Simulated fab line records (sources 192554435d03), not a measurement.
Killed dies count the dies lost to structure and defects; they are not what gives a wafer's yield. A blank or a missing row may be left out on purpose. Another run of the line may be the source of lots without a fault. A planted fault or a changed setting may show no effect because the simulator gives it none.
Split-lot study + flow n5-finfet + 21 wafers read across 7 lots, on a route 1938 steps long

ABOUT THE SPLIT
At N5_PMOS_HMC_CHANNEL_EPI_COAT_31 (time 60 s, resist thk 66 nm), the setting spin-rpm was moved away from the recipe's 1500 rpm on 9 of the 21 wafers read, by -10.5% to +9.6%. The other wafers ran this setting at the recipe's value.

FROM THE SPLIT TO THE READING: what the file shows between them, 3 steps
- N5_PMOS_HMC_CHANNEL_EPI_COAT_03: resist thk 205 nm
- N5_PMOS_HMC_CHANNEL_EPI_EBR_05
- N5_PMOS_HMC_CHANNEL_EPI_DESCUM_14: chemistry O2, time 7.9 s

THE READING
etch.depth-nm (the simulator's own value, which no gauge read), in nm, at N5_PMOS_HMC_CHANNEL_EPI_ETCH_32 (etches BARC in N2/H2, stops on SiO2, target depth 85.8 nm, time 50.3 s). The file does not state a usual value for it. Average 65.96 nm, standard deviation 0.12 nm, over the 12 wafers here run with the recipe.

| wafer  | tool, chamber at the split | spin-rpm as run, rpm | against the recipe | etch.depth-nm, nm | against lot-mates on the recipe |
|--------|----------------------------|----------------------|--------------------|-------------------|---------------------------------|
| L078.3 | litho-track-01, 0          | 1500                 | recipe             | 65.98             | -                               |
| L078.4 | litho-track-01, 0          | 1440                 | -4.0%              | 67.66             | +1.68                           |
| L078.6 | litho-track-01, 0          | 1440                 | -4.0%              | 67.66             | +1.68                           |
| L079.1 | litho-track-04, 0          | 1500                 | recipe             | 65.88             | -                               |
| L079.3 | litho-track-04, 0          | 1343                 | -10.5%             | 69.6              | +3.72                           |
| L079.5 | litho-track-04, 0          | 1343                 | -10.5%             | 69.45             | +3.57                           |
| L083.2 | litho-track-01, 0          | 1500                 | recipe             | 66.02             | -                               |
| L083.5 | litho-track-01, 0          | 1605                 | +7.0%              | 63.86             | -2.20                           |
| L083.6 | litho-track-01, 0          | 1500                 | recipe             | 66.09             | -                               |
| L084.2 | litho-track-04, 0          | 1597                 | +6.5%              | 63.81             | -2.23                           |
| L084.3 | litho-track-04, 0          | 1597                 | +6.5%              | 63.97             | -2.07                           |
| L084.4 | litho-track-04, 0          | 1500                 | recipe             | 66.04             | -                               |
| L085.1 | litho-track-05, 0          | 1500                 | recipe             | 66.03             | -                               |
| L085.5 | litho-track-05, 0          | 1500                 | recipe             | 66.11             | -                               |
| L085.6 | litho-track-05, 0          | 1500                 | recipe             | 66.04             | -                               |
| L087.1 | litho-track-01, 0          | 1407                 | -6.2%              | 68.06             | +2.24                           |
| L087.2 | litho-track-01, 0          | 1500                 | recipe             | 65.76             | -                               |
| L087.3 | litho-track-01, 0          | 1500                 | recipe             | 65.88             | -                               |
| L088.1 | litho-track-01, 0          | 1644                 | +9.6%              | 62.86             | -3.00                           |
| L088.3 | litho-track-01, 0          | 1500                 | recipe             | 66.02             | -                               |
| L088.5 | litho-track-01, 0          | 1500                 | recipe             | 65.7              | -                               |

THE FIT
A straight line over all 21 wafers: etch.depth-nm changes by -0.335 nm for each +1% of spin-rpm; r = -1.00; the points scatter about the line by 0.16 nm.
The same after taking each lot's own level away (the mean of its wafers on the recipe; 21 wafers): -0.341 nm for each +1%; r = -1.00; scatter 0.13 nm.
According to that fit, moving spin-rpm by its largest amount changes the reading by 3.6 nm.
The span of the lots' own levels, 65.820 to 66.060 nm, comes to 1.9 times the standard deviation stated above.
The two slopes are in agreement: the lot-to-lot level therefore moves the slope only a little.
Check: with one of the wafers moved furthest among these (-10.5%) left out of the fit, the line predicts +3.61 nm for it against its lot-mates. Against them it came out at +3.72 nm.

THE WHOLE CHAIN: every reading that the file lists as answering this split, in the file's order
| step                            | what it does                                                           | reading                                                                                      | change (the file's fit)               | r (the file's) |
|---------------------------------|------------------------------------------------------------------------|----------------------------------------------------------------------------------------------|---------------------------------------|----------------|
| N5_PMOS_HMC_CHANNEL_EPI_COAT_31 | time 60 s, resist thk 66 nm                                            | BARC_of_PMOS_HMC_CHANNEL_EPI_COAT_31.thk-nm (the simulator's own value, which no gauge read) | -0.337 nm for each +1% of the setting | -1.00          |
| N5_PMOS_HMC_CHANNEL_EPI_ETCH_32 | etches BARC in N2/H2, stops on SiO2, target depth 85.8 nm, time 50.3 s | etch.depth-nm (the simulator's own value, which no gauge read)                               | -0.337 nm for each +1% of the setting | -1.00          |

FILE'S OWN FIT
etch.depth-nm changes by -0.337 nm for each +1% of spin-rpm, r = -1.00.
